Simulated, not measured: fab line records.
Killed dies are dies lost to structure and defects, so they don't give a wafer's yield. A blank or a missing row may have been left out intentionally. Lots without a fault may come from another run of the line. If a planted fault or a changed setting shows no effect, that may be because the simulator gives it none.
Matching of chambers	flow n5Finfet	N5_BEOL_M4_PRE_CLEAN_60 on cvdCo-01: 3 sister chambers
The step time 15 s. 6 wafers are shown with their chamber, then 12 later ones without.

## EACH WAFER AND ITS CHAMBER
wafer	chamber	heaterPowerW (W)
L086.1	0	63
L086.3	1	93
L086.4	0	66
L085.2	1	91
L085.3	2	97
L085.4	2	97

## WAFERS WHOSE CHAMBER IS MISSING
wafer	heaterPowerW (W)
L092.1	65
L092.2	94
L092.4	91
L091.1	92
L091.3	99
L091.6	67
L093.3	98
L093.5	66
L093.6	92
L095.1	65
L095.2	89
L095.4	65

## THE CHAMBER EACH PASSED THROUGH
wafer	from the rows above	in truth
L092.1	0	0
L092.2	can't be placed: 1 or 2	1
L092.4	1	1
L091.1	1	1
L091.3	2	2
L091.6	0	0
L093.3	2	2
L093.5	0	0
L093.6	1	1
L095.1	0	0
L095.2	1	1
L095.4	0	0
Correctly placed: 11 of 12. These rows do not allow placing 1 (true chamber among the candidates in 1). 0 placed wrongly.
How it was worked out, from the rows above alone: a wafer's distance from a chamber is the root of the sum, over the readings, of the square of ((its reading less the chamber's mean) divided by the reading's scatter). If the next closest chamber is less than 2 further off than the closest, the wafer can't be placed; otherwise it belongs to the closest. For every chamber, the mean is computed from those of its wafers that are shown. The scatter: take each reading less its chamber's mean, square it, sum over the shown wafers, divide by the number of wafers less the number of chambers, and take the root.
